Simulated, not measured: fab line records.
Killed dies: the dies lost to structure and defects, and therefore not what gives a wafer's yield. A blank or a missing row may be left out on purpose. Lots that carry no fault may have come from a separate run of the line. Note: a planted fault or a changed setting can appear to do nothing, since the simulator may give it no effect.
fab line records	flow n5_finfet
[record] lots = 7	wafers = 21
route steps=1938 shown BEOL_M5@1116 BEOL_M6@1200 BEOL_M7@1263 BEOL_M8@1338
start_h: the number of hours between the record's first day and the start of the first shown wafer of the lot	wait_h: time in hours since the lot's previous step	" repeats the value in the row above	L1.1+2: several wafers, shown together as one row	- either no value or no given start	* or withheld: withheld	< > ~ a bound
route shown NAME@n: a module of which the file shows steps, and the number in the route of the first	usual: the fault-free wafers' mean and standard deviation	same: alike in all rows	chamber/n: place in a boat	sites: per-site readings	_std_site: standard deviation across them	_edge_site: mean of outer sites minus mean of inner sites	radius_mm: for every site, how far away it sits from the centre of the wafer	mask NAME#n: copy n	behind: the most recent tool/chamber to have shaped the wafer	hold: reason for holding the lot/hours on hold/outcome of the hold	device: transistor that didn't switch, given as n, p or np	end of line: the tests these same wafers got at the end of their route	a step given without rows: its recipe and nothing more	killed: count of dies lost to structure and defects at first sort (not the wafer's yield)	map: per-die view of a wafer (x killed, . not killed, _ where there is no die)
set.NAME: setting as actually run; set.NAME@STEP: the setting as run at that earlier step	model.NAME: the simulator's own value behind a step, which no gauge read
lots where settings were altered on purpose, with a table for each step and a row for each wafer
[[steps]]
[step N5_BEOL_M5_HM_DEP_02]
[recipe] material = TiN	target_thk_a = 200	temp_c = 25	chamber_pressure_pa = 0.49996
lot.wafer	tool	chamber	start_h	wait_h	set.target_thk_a	model.TiN_of_BEOL_M5_HM_DEP_02.thk_nm
L080.1	pvd_sputter-01	-	208.42	1.7	200	19.6
L080.3+6	"	-	"	"	200	20.2
L084.1	pvd_sputter-01	-	232.51	0.3	200	20.4
L084.3	"	-	"	"	200	19.8
L084.6	"	-	"	"	174.4	18
L083.2+6	pvd_sputter-01	-	232.61	0.2	200	19.8
L083.4	"	-	"	"	200	19.4
L086.1	pvd_sputter-02	-	241.49	1.9	189.5	19.2
L086.4	"	-	"	"	189.5	19
L086.6	"	-	"	"	200	20
L090.1	pvd_sputter-02	-	257.52	0.2	181.3	18.6
L090.3	"	-	"	"	200	20.4
L090.5	"	-	"	"	181.3	18.2
L093.2	pvd_sputter-03	-	286.83	0.7	200	19.4
L093.3	"	-	"	"	200	19.6
L093.5	"	-	"	"	207.2	20.2
L097.2	pvd_sputter-01	-	301.77	1.3	200	20
L097.3	"	-	"	"	181.8	18
L097.5	"	-	"	"	200	20.6
[step N5_BEOL_M5_COAT_59]
[recipe] resist = SOC	temp_c = 250	time_s = 60	spin_rpm = 1500	resist_thk_nm = 60
[step N5_BEOL_M5_COAT_60]
[recipe] resist = SiARC	temp_c = 220	time_s = 60	spin_rpm = 1500	resist_thk_nm = 12
[step N5_BEOL_M5_STRIP_73]
[recipe] chemistry = N2/H2	temp_c = 40	n2_flow_sccm = 200	h2_flow_sccm = 200	rf_frequency_hz = 6e+07
[step N5_BEOL_M5_STRIP_64]
[recipe] chemistry = CF4	resist = SiARC	power_w = 300	bias_power_w = 75	pressure_mtorr = 50	cf4_flow_sccm = 150	rf_frequency_hz = 6e+07
[step N5_BEOL_M5_HM_OPEN_17]
[recipe] chemistry = Cl2/BCl3	target_depth_a = 200	overetch_a = 60	target = TiN	mask_material = SOC	ion_energy_ev = 150	pressure_mtorr = 10	icp_w = 1000	bias_w = 126	Cl2_flow_sccm = 53.25	bcl3_flow_sccm = 21.75	Ar_flow_sccm = 25
lot.wafer	tool	chamber	start_h	wait_h	set.target_thk_a@BEOL_M5_HM_DEP_02	model.etch.depth_nm
L080.1	rie_metal-02	1	209.40	0.0	200	19.68
L080.3	"	0	"	"	200	20.21
L080.6	"	0	"	"	200	20.14
L084.1	rie_metal-03	0	233.27	0.0	200	20.33
L084.3	"	1	"	"	200	19.87
L084.6	"	0	"	"	174.4	18.09
L083.2	rie_metal-02	1	233.49	0.0	200	19.89
L083.4	"	0	"	"	200	19.49
L083.6	"	1	"	"	200	19.85
L086.1	rie_metal-01	1	242.38	0.0	189.5	19.15
L086.4	"	0	"	"	189.5	18.94
L086.6	"	0	"	"	200	20.01
L090.1	rie_metal-01	1	258.28	0.0	181.3	18.56
L090.3	"	0	"	"	200	20.35
L090.5	"	0	"	"	181.3	18.2
L093.2	rie_metal-02	0	287.59	0.0	200	19.39
L093.3	"	0	"	"	200	19.63
L093.5	"	1	"	"	207.2	20.18
L097.2	rie_metal-03	0	302.57	0.1	200	20
L097.3	"	0	"	"	181.8	17.93
L097.5	"	0	"	"	200	20.69
[step N5_BEOL_M5_ETCH_41]
[recipe] chemistry = CH3F/O2	target = SiCN	target_depth_a = 315	taper_deg = 2	time_s = 56.7	ion_energy_ev = 120	mask_material = TiN	pressure_mtorr = 30	source_w = 395	bias_w = 75	Ar_flow_sccm = 150	CH3F_flow_sccm = 30	O2_flow_sccm = 20
[usual] rf_vpp_V = 297.7/1.5
lot.wafer	tool	chamber	start_h	wait_h	set.source_w	rf_vpp_V
L080.1	rie_diel-01	3	-	-	395	296.4
L080.3	"	0	"	"	395	298.5
L080.6	"	3	"	"	395	297.3
L084.1	rie_diel-01	1	-	-	430.6	288.9
L084.3	"	2	"	"	430.6	290.0
L084.6	"	1	"	"	395	296.7
L083.2	rie_diel-01	0	-	-	360.3	308.8
L083.4	"	0	"	"	395	297.8
L083.6	"	1	"	"	395	298.2
L086.1	rie_diel-02	3	-	-	395	296.4
L086.4	"	1	"	"	395	295.7
L086.6	"	3	"	"	364.8	304.8
L090.1	rie_diel-01	2	-	-	395	297.4
L090.3	"	1	"	"	357.8	305.5
L090.5	"	0	"	"	395	297.1
L093.2	rie_diel-03	2	-	-	452.1	284.4
L093.3	"	3	"	"	452.1	286.2
L093.5	"	0	"	"	452.1	286.2
L097.2	rie_diel-01	1	-	-	451	285.4
L097.3	"	3	"	"	395	297.3
L097.5	"	1	"	"	395	295.4
[step N5_BEOL_M6_COAT_60]
[recipe] resist = SiARC	temp_c = 220	time_s = 60	spin_rpm = 1500	resist_thk_nm = 35
lot.wafer	tool	chamber	start_h	wait_h	set.spin_rpm	model.SiARC_of_BEOL_M6_COAT_60.thk_nm
L080.1+6	litho_track-01	0	-	-	1500	35
L080.3	"	0	"	"	1500	34.8
L084.1+6	litho_track-01	0	-	-	1451	35.6
L084.3	"	0	"	"	1451	35.8
L083.2	litho_track-03	0	-	-	1500	34.8
L083.4+6	"	0	"	"	1500	35
L086.1+6	litho_track-03	0	-	-	1500	35
L086.4	"	0	"	"	1500	34.8
L090.1	litho_track-01	0	-	-	1457	35.6
L090.3	"	0	"	"	1500	35
L090.5	"	0	"	"	1500	35.2
L093.2	litho_track-02	0	-	-	1500	35
L093.3	"	0	"	"	1360	36.8
L093.5	"	0	"	"	1360	36.6
L097.2+3	litho_track-03	0	-	-	1500	35
L097.5	"	0	"	"	1500	34.8
[step N5_BEOL_M6_COAT_05]
[recipe] resist = CAR-ArF	spin_rpm = 1500	resist_thk_nm = 90
[step N5_BEOL_M6_EBR_07]
[recipe] solvent = PGMEA	ebr_width_mm = 1.5
[step N5_BEOL_M6_DESCUM_16]
[recipe] chemistry = O2	time_s = 7.9	source_power_w = 50	bias_power_w = 20	pressure_mtorr = 20	rf_frequency_hz = 2.712e+07	temp_c = 40	resist = CAR-ArF	o2_flow_sccm = 225
[step N5_BEOL_M6_ETCH_61]
[recipe] chemistry = CF4	target = SiARC	target_depth_a = 455	mask_material = CAR-ArF	time_s = 75.8	ion_energy_ev = 80	pressure_mtorr = 40	source_w = 545	bias_w = 36	Ar_flow_sccm = 100	cf4_flow_sccm = 100	ends = cleared
lot.wafer	tool	chamber	start_h	wait_h	set.spin_rpm@BEOL_M6_COAT_60	model.etch.depth_nm	model.CAR-ArF_of_BEOL_M6_COAT_05.thk_nm
L080.1	rie_diel-04	2	221.98	0.0	1500	35.02	50.8
L080.3	"	0	"	"	1500	34.87	50.8
L080.6	"	0	"	"	1500	34.96	51.2
L084.1	rie_diel-06	0	245.34	0.0	1451	35.58	50
L084.3	"	3	"	"	1451	35.72	49.8
L084.6	"	1	"	"	1451	35.55	50
L083.2	rie_diel-04	1	245.48	0.0	1500	34.86	51
L083.4	"	3	"	"	1500	35.01	50.8
L083.6	"	1	"	"	1500	34.98	51
L086.1	rie_diel-04	1	253.83	0.0	1500	34.98	50.6
L086.4	"	2	"	"	1500	34.85	51
L086.6	"	1	"	"	1500	34.95	50.6
L090.1	rie_diel-06	2	274.29	0.0	1457	35.56	50.2
L090.3	"	0	"	"	1500	35.03	50.4
L090.5	"	3	"	"	1500	35.14	50.8
L093.2	rie_diel-06	3	298.81	0.0	1500	34.93	51.4
L093.3	"	1	"	"	1360	36.84	49.4
L093.5	"	0	"	"	1360	36.68	49.4
L097.2	rie_diel-04	0	316.55	0.0	1500	35.05	50.8
L097.3	"	1	"	"	1500	35.02	50.4
L097.5	"	3	"	"	1500	34.89	51
[step N5_BEOL_M6_ETCH_62]
[recipe] chemistry = N2/H2	target = SOC	target_depth_a = 1100	overetch_a = 220	mask_material = SiARC	temp_c = 40	time_s = 165	ion_energy_ev = 200	pressure_mtorr = 30	source_w = 840	bias_w = 150	n2_flow_sccm = 200	h2_flow_sccm = 200
lot.wafer	tool	chamber	start_h	wait_h	set.time_s
L080.1+3+6	rie_diel-04	2,0,0	222.03	0.0	165
L084.1+3	rie_diel-06	0,3	245.39	0.0	149.5
L084.6	"	1	"	"	165
L083.2	rie_diel-04	1	245.54	0.0	134.5
L083.4+6	"	3,1	"	"	165
L086.1	rie_diel-04	1	253.89	0.0	175.3
L086.4+6	"	2,1	"	"	165
L090.1	rie_diel-06	2	274.34	0.0	199.9
L090.3+5	"	0,3	"	"	165
L093.2+3	rie_diel-06	3,1	298.87	0.0	191.5
L093.5	"	0	"	"	165
L097.2+3	rie_diel-04	0,1	316.60	0.0	165
L097.5	"	3	"	"	149
[step N5_BEOL_M6_STRIP_68]
[recipe] chemistry = N2/H2	temp_c = 40	n2_flow_sccm = 200	h2_flow_sccm = 200	rf_frequency_hz = 6e+07
[step N5_BEOL_M6_STRIP_67]
[recipe] chemistry = CF4	resist = SiARC	power_w = 300	bias_power_w = 75	pressure_mtorr = 50	cf4_flow_sccm = 150	rf_frequency_hz = 6e+07
[step N5_BEOL_M6_HM_OPEN_17]
[recipe] chemistry = Cl2/BCl3	target_depth_a = 200	overetch_a = 60	target = TiN	mask_material = SOC	ion_energy_ev = 150	pressure_mtorr = 10	icp_w = 1000	bias_w = 126	Cl2_flow_sccm = 53.25	bcl3_flow_sccm = 21.75	Ar_flow_sccm = 25
lot.wafer	tool	chamber	start_h	wait_h	set.time_s@BEOL_M6_ETCH_62	model.etch.depth_nm
L080.1	rie_metal-03	1	222.22	0.0	165	20.16
L080.3	"	0	"	"	165	19.91
L080.6	"	1	"	"	165	20.15
L084.1	rie_metal-01	0	245.58	0.0	149.5	19.87
L084.3	"	1	"	"	149.5	20.09
L084.6	"	1	"	"	165	20.08
L083.2	rie_metal-03	1	245.72	0.0	134.5	20.46
L083.4	"	0	"	"	165	20.26
L083.6	"	0	"	"	165	20.12
L086.1	rie_metal-02	1	254.08	0.0	175.3	18.32
L086.4	"	1	"	"	165	20.07
L086.6	"	1	"	"	165	19.76
L090.1	rie_metal-03	0	274.53	0.0	199.9	17.19
L090.3	"	0	"	"	165	20.19
L090.5	"	0	"	"	165	19.87
L093.2	rie_metal-02	0	299.06	0.0	191.5	17.48
L093.3	"	1	"	"	191.5	17.82
L093.5	"	0	"	"	165	19.89
L097.2	rie_metal-02	0	316.79	0.0	165	20.21
L097.3	"	0	"	"	165	20.4
L097.5	"	0	"	"	149	20.61
[step N5_BEOL_M7_ILD_DEP_00]
[recipe] material = SiCOH_lowk	target_thk_a = 1797.5	temp_c = 300	precursor = DEMS/porogen	pressure_torr = 5	rf_w = 500	time_s = 33.4
lot.wafer	tool	chamber	start_h	wait_h	set.time_s	model.SiCOH_lowk_of_BEOL_M7_ILD_DEP_00.thk_nm
L080.1	pecvd-04	2	225.54	0.0	33.4	178.8
L080.3	"	1	"	"	33.4	175.6
L080.6	"	0	"	"	33.4	179
L084.1	pecvd-02	0	250.00	0.0	33.4	172
L084.3	"	1	"	"	36.42	194.4
L084.6	"	2	"	"	33.4	179.6
L083.2	pecvd-04	1	250.12	0.0	33.4	176.8
L083.4	"	0	"	"	33.4	181.6
L083.6	"	1	"	"	37.31	198.6
L086.1	pecvd-02	0	257.88	0.0	35.45	185.8
L086.4	"	2	"	"	33.4	182.8
L086.6	"	1	"	"	35.45	195.6
L090.1	pecvd-04	0	278.24	0.0	37.57	199
L090.3	"	1	"	"	37.57	202.6
L090.5	"	1	"	"	33.4	179.8
L093.2	pecvd-02	1	304.19	0.0	35.84	191.2
L093.3	"	0	"	"	33.4	180.4
L093.5	"	0	"	"	35.84	192.4
L097.2	pecvd-04	1	321.29	0.0	33.4	177
L097.3	"	2	"	"	34.94	188.8
L097.5	"	2	"	"	34.94	191.2
[step N5_BEOL_M7_CURE_74]
[recipe] temp_c = 385	time_s = 240	ambient = He/Ar	material = SiCOH_lowk
lot.wafer	tool	chamber	start_h	wait_h	set.time_s@BEOL_M7_ILD_DEP_00	model.SiCOH_lowk_of_BEOL_M7_ILD_DEP_00.thk_nm
L080.1+6	uv_cure-02	1	225.62	0.1	33.4	154.2
L080.3	"	1	"	"	33.4	151.4
L084.1	uv_cure-03	1	250.06	0.0	33.4	148.2
L084.3	"	1	"	"	36.42	167.8
L084.6	"	1	"	"	33.4	154.8
L083.2	uv_cure-01	2	250.26	0.1	33.4	152.4
L083.4	"	2	"	"	33.4	156.6
L083.6	"	2	"	"	37.31	171.4
L086.1	uv_cure-02	0	257.94	0.0	35.45	160.2
L086.4	"	0	"	"	33.4	157.8
L086.6	"	0	"	"	35.45	168.8
L090.1	uv_cure-03	0	278.33	0.1	37.57	171.8
L090.3	"	0	"	"	37.57	175
L090.5	"	0	"	"	33.4	155
L093.2	uv_cure-03	0	304.33	0.1	35.84	165
L093.3	"	0	"	"	33.4	155.6
L093.5	"	0	"	"	35.84	166
L097.2	uv_cure-02	2	321.43	0.1	33.4	152.6
L097.3	"	2	"	"	34.94	162.8
L097.5	"	2	"	"	34.94	165
[step N5_BEOL_M7_THK_MEAS_01]
[recipe] reads = SiCOH_lowk_of_BEOL_M7_ILD_DEP_00
[usual] M7_ILD_THK = 154.5/2.2
lot.wafer	tool	chamber	start_h	wait_h	set.time_s@BEOL_M7_ILD_DEP_00	M7_ILD_THK[nm]
L080.1	film_metro-02	-	226.14	0.4	33.4	154.1
L080.3	"	-	"	"	33.4	151.4
L080.6	"	-	"	"	33.4	154.2
L083.2	film_metro-01	-	250.70	0.4	33.4	152.1
L083.4	"	-	"	"	33.4	156.6
L083.6	"	-	"	"	37.31	171.5
L084.1	film_metro-01	-	251.06	0.8	33.4	148.2
L084.3	"	-	"	"	36.42	167.9
L084.6	"	-	"	"	33.4	154.8
L086.1	film_metro-01	-	258.46	0.4	35.45	160.1
L086.4	"	-	"	"	33.4	157.7
L086.6	"	-	"	"	35.45	168.7
L090.1	film_metro-02	-	278.84	0.4	37.57	171.9
L090.3	"	-	"	"	37.57	175.0
L090.5	"	-	"	"	33.4	155.0
L093.2	film_metro-02	-	304.77	0.4	35.84	165.1
L093.3	"	-	"	"	33.4	155.4
L093.5	"	-	"	"	35.84	166.0
L097.2	film_metro-01	-	321.86	0.4	33.4	152.7
L097.3	"	-	"	"	34.94	162.9
L097.5	"	-	"	"	34.94	165.1
[step N5_BEOL_M7_COAT_59]
[recipe] resist = SOC	temp_c = 250	time_s = 60	spin_rpm = 1500	resist_thk_nm = 100
lot.wafer	tool	chamber	start_h	wait_h	set.spin_rpm	model.SOC_of_BEOL_M7_COAT_59.thk_nm
L080.1+6	litho_track-03	0	227.20	0.1	1500	100
L080.3	"	0	"	"	1500	99.8
L083.2	litho_track-03	0	251.59	0.1	1500	100.2
L083.4	"	0	"	"	1500	100
L083.6	"	0	"	"	1641	95.6
L084.1	litho_track-04	0	251.99	0.1	1444	101.6
L084.3+6	"	0	"	"	1500	99.6
L086.1+6	litho_track-03	0	259.74	0.1	1500	100.2
L086.4	"	0	"	"	1652	95.6
L090.1	litho_track-03	0	280.14	0.1	1435	102
L090.3	"	0	"	"	1500	99.8
L090.5	"	0	"	"	1435	102.2
L093.2	litho_track-03	0	306.81	0.1	1500	100
L093.3	"	0	"	"	1500	100.2
L093.5	"	0	"	"	1379	104.6
L097.2	litho_track-05	0	323.39	0.1	1500	100.8
L097.3+5	"	0	"	"	1638	96.4
[step N5_BEOL_M7_COAT_60]
[recipe] resist = SiARC	temp_c = 220	time_s = 60	spin_rpm = 1500	resist_thk_nm = 35
[step N5_BEOL_M7_COAT_05]
[recipe] resist = CAR-ArF	spin_rpm = 1500	resist_thk_nm = 90
[step N5_BEOL_M7_DESCUM_16]
[recipe] chemistry = O2	time_s = 7.9	source_power_w = 50	bias_power_w = 20	pressure_mtorr = 20	rf_frequency_hz = 2.712e+07	temp_c = 40	resist = CAR-ArF	o2_flow_sccm = 225
[step N5_BEOL_M7_ETCH_61]
[recipe] chemistry = CF4	target = SiARC	target_depth_a = 455	mask_material = CAR-ArF	time_s = 75.8	ion_energy_ev = 80	pressure_mtorr = 40	source_w = 545	bias_w = 36	Ar_flow_sccm = 100	cf4_flow_sccm = 100	ends = cleared
[step N5_BEOL_M7_ETCH_62]
[recipe] chemistry = N2/H2	target = SOC	target_depth_a = 1100	overetch_a = 220	mask_material = SiARC	temp_c = 40	time_s = 165	ion_energy_ev = 200	pressure_mtorr = 30	source_w = 840	bias_w = 150	n2_flow_sccm = 200	h2_flow_sccm = 200
lot.wafer	tool	chamber	start_h	wait_h	set.spin_rpm@BEOL_M7_COAT_59	model.etch.depth_nm
L080.1	rie_diel-02	3	227.75	0.0	1500	100.1
L080.3	"	1	"	"	1500	99.9
L080.6	"	2	"	"	1500	99.98
L083.2	rie_diel-02	1	252.14	0.0	1500	100.1
L083.4	"	3	"	"	1500	100
L083.6	"	2	"	"	1641	95.64
L084.1	rie_diel-03	0	252.57	0.0	1444	101.5
L084.3	"	3	"	"	1500	99.63
L084.6	"	3	"	"	1500	99.55
L086.1+6	rie_diel-02	0,3	260.16	0.0	1500	100.2
L086.4	"	3	"	"	1652	95.64
L090.1	rie_diel-03	0	280.56	0.0	1435	102
L090.3	"	2	"	"	1500	99.73
L090.5	"	0	"	"	1435	102.1
L093.2	rie_diel-01	3	307.24	0.0	1500	100
L093.3	"	2	"	"	1500	100.1
L093.5	"	0	"	"	1379	104.7
L097.2	rie_diel-01	3	323.94	0.0	1500	100.8
L097.3	"	1	"	"	1638	96.33
L097.5	"	3	"	"	1638	96.43
[step N5_BEOL_M7_STRIP_68]
[recipe] chemistry = N2/H2	temp_c = 40	n2_flow_sccm = 200	h2_flow_sccm = 200	rf_frequency_hz = 6e+07
[step N5_BEOL_M7_STRIP_67]
[recipe] chemistry = CF4	resist = SiARC	power_w = 300	bias_power_w = 75	pressure_mtorr = 50	cf4_flow_sccm = 150	rf_frequency_hz = 6e+07
[step N5_BEOL_M7_HM_OPEN_17]
[recipe] chemistry = Cl2/BCl3	target_depth_a = 200	overetch_a = 60	target = TiN	mask_material = SOC	ion_energy_ev = 150	pressure_mtorr = 10	icp_w = 1000	bias_w = 126	Cl2_flow_sccm = 53.25	bcl3_flow_sccm = 21.75	Ar_flow_sccm = 25
lot.wafer	tool	chamber	start_h	wait_h	set.spin_rpm@BEOL_M7_COAT_59	model.SOC_of_BEOL_M7_COAT_59.thk_nm
L080.1+6	rie_metal-01	1,0	227.94	0.0	1500	92
L080.3	"	1	"	"	1500	91.8
L083.2+4	rie_metal-01	0	252.33	0.0	1500	92.2
L083.6	"	1	"	"	1641	87.6
L084.1	rie_metal-03	0	252.76	0.0	1444	93.8
L084.3	"	1	"	"	1500	91.6
L084.6	"	0	"	"	1500	91.8
L086.1	rie_metal-01	0	260.35	0.0	1500	92.4
L086.4	"	0	"	"	1652	87.8
L086.6	"	0	"	"	1500	92.2
L090.1+5	rie_metal-01	1	280.75	0.0	1435	94
L090.3	"	1	"	"	1500	91.6
L093.2+3	rie_metal-03	1	307.43	0.0	1500	92.2
L093.5	"	1	"	"	1379	96.8
L097.2	rie_metal-01	0	324.12	0.0	1500	93
L097.3	"	1	"	"	1638	88.2
L097.5	"	1	"	"	1638	88.4
[step N5_BEOL_M8_COAT_60]
[recipe] resist = SiARC	temp_c = 220	time_s = 60	spin_rpm = 1500	resist_thk_nm = 35
lot.wafer	tool	chamber	start_h	wait_h	set.spin_rpm	model.SiARC_of_BEOL_M8_COAT_60.thk_nm
L080.1+3+6	litho_track-02	0	-	-	1500	35
L084.1+6	litho_track-02	0	-	-	1500	34.8
L084.3	"	0	"	"	1500	35
L083.2+6	litho_track-01	0	-	-	1404	36.2
L083.4	"	0	"	"	1500	35.2
L086.1+4+6	litho_track-02	0	-	-	1500	35
L090.1	litho_track-01	0	-	-	1626	33.6
L090.3+5	"	0	"	"	1500	35
L093.2	litho_track-02	0	-	-	1500	35
L093.3+5	"	0	"	"	1664	33.2
L097.2	litho_track-01	0	-	-	1600	34
L097.3+5	"	0	"	"	1500	35.2
[step N5_BEOL_M8_COAT_05]
[recipe] resist = CAR-ArF	spin_rpm = 1500	resist_thk_nm = 90
[step N5_BEOL_M8_EBR_07]
[recipe] solvent = PGMEA	ebr_width_mm = 1.5
[step N5_BEOL_M8_DESCUM_16]
[recipe] chemistry = O2	time_s = 7.9	source_power_w = 50	bias_power_w = 20	pressure_mtorr = 20	rf_frequency_hz = 2.712e+07	temp_c = 40	resist = CAR-ArF	o2_flow_sccm = 225
[step N5_BEOL_M8_ETCH_61]
[recipe] chemistry = CF4	target = SiARC	target_depth_a = 455	mask_material = CAR-ArF	time_s = 75.8	ion_energy_ev = 80	pressure_mtorr = 40	source_w = 545	bias_w = 36	Ar_flow_sccm = 100	cf4_flow_sccm = 100	ends = cleared
lot.wafer	tool	chamber	start_h	wait_h	set.spin_rpm@BEOL_M8_COAT_60	model.etch.depth_nm	model.CAR-ArF_of_BEOL_M8_COAT_05.thk_nm
L080.1	rie_diel-04	2	236.71	0.0	1500	34.97	51.4
L080.3	"	3	"	"	1500	34.96	51.2
L080.6	"	2	"	"	1500	34.95	51.2
L084.1	rie_diel-05	1	260.50	0.0	1500	34.84	51
L084.3	"	2	"	"	1500	34.9	51
L084.6	"	2	"	"	1500	34.82	51
L083.2	rie_diel-05	1	265.42	0.0	1404	36.27	49.4
L083.4	"	1	"	"	1500	35.13	50.4
L083.6	"	0	"	"	1404	36.24	49.2
L086.1+4	rie_diel-05	2	273.34	0.0	1500	34.93	50.8
L086.6	"	1	"	"	1500	34.93	51
L090.1	rie_diel-06	1	287.64	0.0	1626	33.52	52.4
L090.3	"	3	"	"	1500	35.03	51
L090.5	"	0	"	"	1500	34.92	51
L093.2	rie_diel-05	2	316.44	0.0	1500	34.94	51.2
L093.3	"	1	"	"	1664	33.21	52.6
L093.5	"	2	"	"	1664	33.2	52.6
L097.2	rie_diel-04	0	331.28	0.0	1600	34.04	51.6
L097.3	"	1	"	"	1500	35.13	50.4
L097.5	"	3	"	"	1500	35.18	50.4
[[key]]
[split] step = N5_BEOL_M5_HM_DEP_02	setting = target_thk_a	stated = 200	by = wafer
[response] step = N5_BEOL_M5_HM_DEP_02	reading = model.TiN_of_BEOL_M5_HM_DEP_02.thk_nm	change = +0.197	per = 1%	r = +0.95
[response] step = N5_BEOL_M5_HM_OPEN_17	reading = model.etch.depth_nm	change = +0.197	per = 1%	r = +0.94
[split] step = N5_BEOL_M5_ETCH_41	setting = source_w	stated = 395	by = wafer
[response] step = N5_BEOL_M5_ETCH_41	reading = rf_vpp_V	change = -0.907	per = 1%	r = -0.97
[split] step = N5_BEOL_M6_COAT_60	setting = spin_rpm	stated = 1500	by = wafer
[response] step = N5_BEOL_M6_COAT_60	reading = model.SiARC_of_BEOL_M6_COAT_60.thk_nm	change = -0.181	per = 1%	r = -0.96
[response] step = N5_BEOL_M6_ETCH_61	reading = model.etch.depth_nm	change = -0.193	per = 1%	r = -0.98
[response] step = N5_BEOL_M6_ETCH_61	reading = model.CAR-ArF_of_BEOL_M6_COAT_05.thk_nm	change = +0.208	per = 1%	r = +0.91
[split] step = N5_BEOL_M6_ETCH_62	setting = time_s	stated = 165	by = wafer
[response] step = N5_BEOL_M6_HM_OPEN_17	reading = model.etch.depth_nm	shape = bent	at_lowest = 20.46	at_stated = 20.08	at_highest = 17.19
[split] step = N5_BEOL_M7_ILD_DEP_00	setting = time_s	stated = 33.4	by = wafer
[response] step = N5_BEOL_M7_ILD_DEP_00	reading = model.SiCOH_lowk_of_BEOL_M7_ILD_DEP_00.thk_nm	change = +1.74	per = 1%	r = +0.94
[response] step = N5_BEOL_M7_CURE_74	reading = model.SiCOH_lowk_of_BEOL_M7_ILD_DEP_00.thk_nm	change = +1.52	per = 1%	r = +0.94
[response] step = N5_BEOL_M7_THK_MEAS_01	reading = M7_ILD_THK	change = +1.53	per = 1%	r = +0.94
[split] step = N5_BEOL_M7_COAT_59	setting = spin_rpm	stated = 1500	by = wafer
[response] step = N5_BEOL_M7_COAT_59	reading = model.SOC_of_BEOL_M7_COAT_59.thk_nm	change = -0.49	per = 1%	r = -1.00
[response] step = N5_BEOL_M7_ETCH_62	reading = model.etch.depth_nm	change = -0.489	per = 1%	r = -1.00
[response] step = N5_BEOL_M7_HM_OPEN_17	reading = model.SOC_of_BEOL_M7_COAT_59.thk_nm	change = -0.502	per = 1%	r = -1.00
[split] step = N5_BEOL_M8_COAT_60	setting = spin_rpm	stated = 1500	by = wafer
[response] step = N5_BEOL_M8_COAT_60	reading = model.SiARC_of_BEOL_M8_COAT_60.thk_nm	change = -0.166	per = 1%	r = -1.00
[response] step = N5_BEOL_M8_ETCH_61	reading = model.etch.depth_nm	change = -0.166	per = 1%	r = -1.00
[response] step = N5_BEOL_M8_ETCH_61	reading = model.CAR-ArF_of_BEOL_M8_COAT_05.thk_nm	change = +0.153	per = 1%	r = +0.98
